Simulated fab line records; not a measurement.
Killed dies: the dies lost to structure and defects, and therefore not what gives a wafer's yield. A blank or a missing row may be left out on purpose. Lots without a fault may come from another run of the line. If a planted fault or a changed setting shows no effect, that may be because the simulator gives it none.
Which tool is to blame?	flow n5Finfet	72 wafers from 24 lots sampled at 6 of the route's 1938 steps

== WHAT EACH GAUGE READ, for each wafer ==
N5_BEOL_M4_THK_MEAS_53: measures by xrf. Usual: M4_THK typically reads 40.8 nm, with standard deviation 1.5.
lot	measured	on	M4_THK (nm)	flag
L075	day 8 20:46	filmMetro-02	41.6 40.3 39.1	
L074	day 8 22:24	filmMetro-02	39.6 42.0 43.1	
L076	day 9 03:19	filmMetro-02	41.0 39.4 41.3	
L077	day 9 07:19	filmMetro-02	42.7 39.3 42.0	
L079	day 9 13:53	filmMetro-02	38.8 39.4 39.1	
L078	day 9 14:06	filmMetro-02	42.2 38.7 40.4	
L080	day 9 14:26	filmMetro-01	38.5 41.1 40.5	
L082	day 9 17:42	filmMetro-02	42.1 40.1 41.1	
L081	day 9 21:33	filmMetro-02	40.8 41.0 43.7	
L083	day 10 13:46	filmMetro-01	43.3 42.4 42.6	
L085	day 11 10:23	filmMetro-01	39.2 38.7 40.0	
L084	day 11 10:49	filmMetro-02	43.1 41.1 42.4	
L086	day 11 11:05	filmMetro-01	42.1 37.9 42.3	
L087	day 11 16:32	filmMetro-02	41.3 41.0 43.0	
L088	day 11 20:01	filmMetro-02	42.2 42.1 42.3	
L089	day 11 18:37	filmMetro-02	39.7 43.5 41.4	
L091	day 12 03:01	filmMetro-02	41.1 37.7 39.6	
L090	day 12 06:46	filmMetro-02	41.6 40.7 41.7	
L093	day 12 19:15	filmMetro-02	38.6 41.3 39.8	
L092	day 12 15:55	filmMetro-02	37.8 40.5 39.7	
L094	day 13 18:13	filmMetro-01	41.1 43.1 43.2	
L095	day 14 01:15	filmMetro-01	38.5 41.5 40.0	
L097	day 14 03:55	filmMetro-02	39.4 39.5 42.0	
L096	day 14 08:25	filmMetro-01	42.0 40.6 41.7	

N5_BEOL_M5_CD_MEAS_11 targets a cd of 27.74 nm. Usual: cdNm 28.01 nm, standard deviation 0.24.
lot	measured	on	cdNm (nm)	flag
L075	day 8 23:11	cdSem-02	28.52 28.21 28.21	
L074	day 9 02:01	cdSem-02	27.45 28.30 28.21	
L076	day 9 07:17	cdSem-01	28.29 27.78 27.95	
L077	day 9 10:09	cdSem-02	27.95 28.19 27.65	
L079	day 9 18:01	cdSem-03	28.47 28.17 27.92	
L078	day 9 18:10	cdSem-02	28.08 27.76 27.93	
L080	day 9 18:22	cdSem-02	27.78 27.88 28.58	
L082	day 9 21:20	cdSem-02	27.69 27.97 28.06	
L081	day 10 03:44	cdSem-03	28.14 27.92 28.30	
L083	day 10 17:11	cdSem-01	28.11 27.87 28.02	
L085	day 11 15:15	cdSem-03	27.86 27.77 28.01	
L084	day 11 15:19	cdSem-01	27.61 27.93 28.06	
L086	day 11 15:23	cdSem-02	27.95 28.67 28.22	
L087	day 11 22:58	cdSem-01	27.75 27.55 28.00	
L088	day 11 23:46	cdSem-02	27.88 28.22 27.59	
L089	day 11 23:28	cdSem-01	28.36 28.27 28.27	
L091	day 12 08:47	cdSem-02	28.13 27.82 28.11	
L090	day 12 09:47	cdSem-01	27.74 28.05 27.98	
L093	day 12 22:02	cdSem-03	28.03 27.94 27.65	
L092	day 12 18:55	cdSem-02	28.04 28.49 27.75	
L094	day 13 22:11	cdSem-01	27.86 28.10 27.89	
L095	day 14 04:08	cdSem-03	27.87 27.87 28.34	
L097	day 14 07:51	cdSem-03	27.76 28.02 28.46	
L096	day 14 13:24	cdSem-02	28.33 28.06 27.58	

== WHAT TOOL EACH LOT RAN ON (gives the tool, then ch and the chambers of the sampled wafers, and finally the start) ==
lot	N5_BEOL_M4_ETCH_69	N5_BEOL_M4_TRENCH_ETCH_37	N5_BEOL_M4_ANNEAL_89	N5_BEOL_M4_SPUTTER_96
L075	rieDiel-05 ch 0,1,2, day 8 12:58	rieDiel-06 ch 0,1,2, day 8 19:11 or earlier	pvdSputter-03, day 8 19:11	pvdSputter-03, day 8 19:59
L074	rieDiel-01 ch 0,2,3, day 8 13:01	rieDiel-01 ch 0,1,2, day 8 20:49 or earlier	pvdSputter-01, day 8 20:49	pvdSputter-01, day 8 21:37
L076	rieDiel-06 ch 0,1,2, day 8 17:49	rieDiel-01 ch 0,1,3, day 9 01:44 or earlier	pvdSputter-03, day 9 01:44	pvdSputter-03, day 9 02:32
L077	rieDiel-05 ch 2,3, day 8 23:29	rieDiel-01 ch 0,3, day 9 05:41 or earlier	pvdSputter-01, day 9 05:41	pvdSputter-01, day 9 06:29
L079	rieDiel-01 ch 0,2,3, day 9 00:29	rieDiel-05 ch 0,1,2, day 9 11:01 or earlier	pvdSputter-01, day 9 11:01	pvdSputter-01, day 9 11:49
L078	rieDiel-06 ch 1,2, day 9 02:50	rieDiel-01 ch 1,2,3, day 9 12:23 or earlier	pvdSputter-03, day 9 12:23	pvdSputter-03, day 9 13:11
L080	rieDiel-05 ch 0,1,2, day 9 04:21	rieDiel-06 ch 1,2,3, day 9 12:51 or earlier	pvdSputter-01, day 9 12:51	pvdSputter-01, day 9 13:39
L082	rieDiel-01 ch 0,2, day 9 09:49	rieDiel-01 ch 1,2, day 9 16:07 or earlier	pvdSputter-02, day 9 16:07	pvdSputter-02, day 9 16:55
L081	rieDiel-06 ch 0,1, day 9 15:02	rieDiel-05 ch 0,1, day 9 19:47 or earlier	pvdSputter-02, day 9 19:47	pvdSputter-02, day 9 20:35
L083	rieDiel-05 ch 1,2, day 9 23:57	rieDiel-01 ch 1,2, day 10 12:11 or earlier	pvdSputter-02, day 10 12:11	pvdSputter-02, day 10 12:59
L085	rieDiel-01 ch 0,1,3, day 10 22:19	rieDiel-06 ch 1,2,3, day 11 08:48 or earlier	pvdSputter-03, day 11 08:48	pvdSputter-03, day 11 09:36
L084	rieDiel-05 ch 0,2,3, day 11 04:10	rieDiel-01 ch 2,3, day 11 09:05 or earlier	pvdSputter-02, day 11 09:05	pvdSputter-02, day 11 09:53
L086	rieDiel-05 ch 0,2, day 11 04:51	rieDiel-06 ch 0,3, day 11 09:11 or earlier	pvdSputter-01, day 11 09:11	pvdSputter-01, day 11 09:59
L087	rieDiel-05 ch 0,1,2, day 11 08:31	rieDiel-05 ch 0,2,3, day 11 14:57 or earlier	pvdSputter-02, day 11 14:57	pvdSputter-02, day 11 15:45
L088	rieDiel-05 ch 0,1,3, day 11 11:32	rieDiel-05 ch 0,1,3, day 11 18:26 or earlier	pvdSputter-01, day 11 18:26	pvdSputter-01, day 11 19:14
L089	rieDiel-06 ch 1,2, day 11 11:32	rieDiel-06 ch 0,1, day 11 17:01 or earlier	pvdSputter-03, day 11 17:01	pvdSputter-03, day 11 17:49
L091	rieDiel-01 ch 0,1,2, day 11 18:02	rieDiel-01 ch 0,2,3, day 12 01:26 or earlier	pvdSputter-01, day 12 01:26	pvdSputter-01, day 12 02:14
L090	rieDiel-05 ch 1,2,3, day 11 18:10	rieDiel-05 ch 1,2,3, day 12 05:11 or earlier	pvdSputter-02, day 12 05:11	pvdSputter-02, day 12 05:59
L093	rieDiel-06 ch 0,1,2, day 12 05:25	rieDiel-01 ch 0,1,2, day 12 17:40 or earlier	pvdSputter-03, day 12 17:40	pvdSputter-03, day 12 18:28
L092	rieDiel-01 ch 1,2, day 12 07:01	rieDiel-01 ch 0,1,2, day 12 14:19 or earlier	pvdSputter-01, day 12 14:19	pvdSputter-01, day 12 15:07
L094	rieDiel-05 ch 0,1,2, day 13 12:15	rieDiel-06 ch 2,3, day 13 16:38 or earlier	pvdSputter-01, day 13 16:38	pvdSputter-01, day 13 17:26
L095	rieDiel-05 ch 1,2,3, day 13 12:59	rieDiel-01 ch 0,2,3, day 13 23:40 or earlier	pvdSputter-01, day 13 23:40	pvdSputter-01, day 14 00:28
L097	rieDiel-06 ch 1,2, day 13 22:13	rieDiel-06 ch 0,2,3, day 14 02:20 or earlier	pvdSputter-03, day 14 02:20	pvdSputter-03, day 14 03:08
L096	rieDiel-01 ch 0,2,3, day 13 23:49	rieDiel-05 ch 0,2, day 14 06:40 or earlier	pvdSputter-03, day 14 06:40	pvdSputter-03, day 14 07:28
- N5_BEOL_M4_ETCH_69: etches SiARC in CF4, target depth 15.6 nm, time 26 s.
- N5_BEOL_M4_TRENCH_ETCH_37: etches SiOC in C4F6/O2, target depth 55.555 nm, time 29.2 s.
- N5_BEOL_M4_ANNEAL_89: time 240 s.
- N5_BEOL_M4_SPUTTER_96: material Cu, target thk 4.5 nm, time 8.29 s.

== WHAT THE TOOLS THEMSELVES READ (means of the sampled wafers that have a number; where no wafer has one, the mark that the record gives instead) ==
N5_BEOL_M4_ETCH_69. Usual: drypumpMotorCurrentA 5.7 A, standard deviation 0.39; etchRfOnTimeS 25.7 s, standard deviation 0.42; oesProductAu 0.71 a.u., standard deviation 0.068; rfVppV 184.1 V, standard deviation 1; showerheadPlenumPTorr 2.14 Torr, standard deviation 0.057; throttleValvePct 15.55 %, standard deviation 0.2.
lot	tool	drypumpMotorCurrentA (A)	etchRfOnTimeS (s)	oesProductAu (a.u.)	rfVppV (V)	showerheadPlenumPTorr (Torr)	throttleValvePct (%)	flag
L075	rieDiel-05	5.8	25.5	0.73	184.5	2.11	15.48	
L074	rieDiel-01	5.3	25.4	0.71	184.8	2.18	15.52	
L076	rieDiel-06	5.6	26.1	0.66	183.5	2.14	15.63	
L077	rieDiel-05	6.1	25.5	0.64	184.9	2.16	15.78	
L079	rieDiel-01	5.3	25.5	0.71	185.0	2.18	15.52	
L078	rieDiel-06	5.6	26.2	0.68	185.5	2.18	15.50	
L080	rieDiel-05	5.8	25.7	0.73	184.3	2.11	15.49	
L082	rieDiel-01	5.2	25.2	0.75	184.2	2.16	15.38	
L081	rieDiel-06	5.6	26.2	0.62	182.7	2.11	15.78	
L083	rieDiel-05	5.8	25.3	0.75	183.3	2.08	15.63	
L085	rieDiel-01	5.7	25.3	0.67	183.8	2.17	15.69	
L084	rieDiel-05	5.9	25.4	0.73	183.9	2.14	15.46	
L086	rieDiel-05	5.7	25.6	0.68	184.3	2.13	15.43	
L087	rieDiel-05	5.8	25.8	0.70	183.4	2.10	15.52	
L088	rieDiel-05	6.0	25.5	0.73	184.2	2.13	15.42	
L089	rieDiel-06	5.6	26.1	0.66	184.3	2.17	15.53	
L091	rieDiel-01	5.5	25.6	0.72	184.1	2.16	15.48	
L090	rieDiel-05	6.0	25.7	0.74	183.7	2.11	15.57	
L093	rieDiel-06	5.6	26.1	0.64	184.1	2.13	15.70	
L092	rieDiel-01	5.3	25.7	0.72	184.1	2.16	15.43	
L094	rieDiel-05	5.8	26.1	0.68	183.7	2.10	15.55	
L095	rieDiel-05	6.0	25.6	0.73	183.5	2.11	15.60	
L097	rieDiel-06	5.9	26.1	0.80	185.5	2.27	15.36	
L096	rieDiel-01	5.3	25.7	0.74	185.5	2.16	15.45	

N5_BEOL_M4_TRENCH_ETCH_37. Usual: drypumpMotorCurrentA 5.6 A, standard deviation 0.44; oes_f_703_au 0.83 a.u., standard deviation 0.079; oesProductAu 0.83 a.u., standard deviation 0.078; rfVppV 668 V, standard deviation 14; showerheadPlenumPTorr 2.87 Torr, standard deviation 0.071; throttleValvePct 20.80 %, standard deviation 0.18.
lot	tool	drypumpMotorCurrentA (A)	oes_f_703_au (a.u.)	oesProductAu (a.u.)	rfVppV (V)	showerheadPlenumPTorr (Torr)	throttleValvePct (%)	flag
L075	rieDiel-06	5.6	0.77	0.77	664	2.84	20.83	
L074	rieDiel-01	5.5	0.89	0.88	664	2.88	20.72	
L076	rieDiel-01	5.7	0.80	0.79	660	2.89	20.88	
L077	rieDiel-01	5.5	0.82	0.80	656	2.88	20.77	
L079	rieDiel-05	5.8	0.85	0.85	669	2.80	20.75	
L078	rieDiel-01	5.5	0.81	0.80	673	2.90	20.88	
L080	rieDiel-06	5.5	0.84	0.83	671	2.87	20.78	
L082	rieDiel-01	5.7	0.87	0.86	669	2.89	20.83	
L081	rieDiel-05	5.8	0.81	0.82	662	2.84	20.65	
L083	rieDiel-01	5.7	0.86	0.84	669	2.88	20.84	
L085	rieDiel-06	5.5	0.81	0.82	671	2.86	20.79	
L084	rieDiel-01	5.1	0.82	0.82	683	2.90	20.80	
L086	rieDiel-06	5.2	0.86	0.86	675	2.89	20.89	
L087	rieDiel-05	5.9	0.85	0.84	661	2.84	20.76	
L088	rieDiel-05	6.0	0.83	0.85	663	2.84	20.72	
L089	rieDiel-06	5.9	0.70	0.70	656	2.74	21.00	
L091	rieDiel-01	5.3	0.80	0.79	668	2.89	20.80	
L090	rieDiel-05	6.0	0.86	0.87	671	2.80	20.84	
L093	rieDiel-01	5.5	0.85	0.83	664	2.87	20.76	
L092	rieDiel-01	5.5	0.85	0.83	664	2.87	20.76	
L094	rieDiel-06	5.2	0.83	0.84	679	2.94	20.69	
L095	rieDiel-01	5.3	0.88	0.87	668	2.88	20.72	
L097	rieDiel-06	5.3	0.80	0.80	673	2.89	20.85	
L096	rieDiel-05	5.8	0.81	0.80	668	2.78	20.84	

N5_BEOL_M4_ANNEAL_89. Usual: heaterPowerW 794 W, standard deviation 51; susceptorTempC 400.00 C, standard deviation 0.22.
lot	tool	heaterPowerW (W)	susceptorTempC (C)	flag
L075	pvdSputter-03	785	400.09	
L074	pvdSputter-01	809	399.79	
L076	pvdSputter-03	786	400.07	
L077	pvdSputter-01	760	399.76	
L079	pvdSputter-01	822	399.84	
L078	pvdSputter-03	782	400.06	
L080	pvdSputter-01	777	399.84	
L082	pvdSputter-02	746	399.90	
L081	pvdSputter-02	786	400.22	
L083	pvdSputter-02	778	399.99	
L085	pvdSputter-03	773	399.89	
L084	pvdSputter-02	722	399.88	
L086	pvdSputter-01	759	400.13	
L087	pvdSputter-02	729	400.12	
L088	pvdSputter-01	794	399.78	
L089	pvdSputter-03	778	399.98	
L091	pvdSputter-01	812	400.00	
L090	pvdSputter-02	805	400.26	
L093	pvdSputter-03	775	399.85	
L092	pvdSputter-01	797	399.90	
L094	pvdSputter-01	815	399.86	
L095	pvdSputter-01	783	400.03	
L097	pvdSputter-03	805	400.15	
L096	pvdSputter-03	817	400.27	

N5_BEOL_M4_SPUTTER_96. Usual: susceptorTempC -20.02 C, standard deviation 0.11; throttleValvePct 30.6 %, standard deviation 0.83.
lot	tool	susceptorTempC (C)	throttleValvePct (%)	flag
L075	pvdSputter-03	-20.09	31.0	
L074	pvdSputter-01	-20.03	30.2	
L076	pvdSputter-03	-20.00	30.9	
L077	pvdSputter-01	-20.07	30.2	
L079	pvdSputter-01	-20.00	30.0	
L078	pvdSputter-03	-20.09	30.8	
L080	pvdSputter-01	-19.96	30.2	
L082	pvdSputter-02	-20.15	30.7	
L081	pvdSputter-02	-20.08	31.5	
L083	pvdSputter-02	-20.18	31.4	
L085	pvdSputter-03	-19.88	31.0	
L084	pvdSputter-02	-19.98	31.2	
L086	pvdSputter-01	-20.11	29.8	
L087	pvdSputter-02	-20.12	30.9	
L088	pvdSputter-01	-20.08	30.1	
L089	pvdSputter-03	-19.99	30.9	
L091	pvdSputter-01	-20.05	30.2	
L090	pvdSputter-02	-20.02	31.1	
L093	pvdSputter-03	-20.05	30.8	
L092	pvdSputter-01	-20.09	30.4	
L094	pvdSputter-01	-20.00	30.1	
L095	pvdSputter-01	-20.01	30.0	
L097	pvdSputter-03	-19.93	31.2	
L096	pvdSputter-03	-19.94	31.4	

== THE ANSWER, worked out from the rows above alone ==
Rule: a lot is off if the mean of its wafers that have a number lies more than 3 standard deviations from the usual mean. A lot without any number at a reading at which 4 lots or more have one is off too. Any other lot the step has rows for is counted as sound. Order of review: gauges by route order, followed by the tools' own readings, for which a lot's mean as printed above is used. The first step at which some lot is off is used, and at that step the reading that is off furthest; a lot without a number counts as furthest.
No lot is off on any of the readings shown, so nothing can be concluded from this.

== WHAT THE SIMULATOR PUT IN ==
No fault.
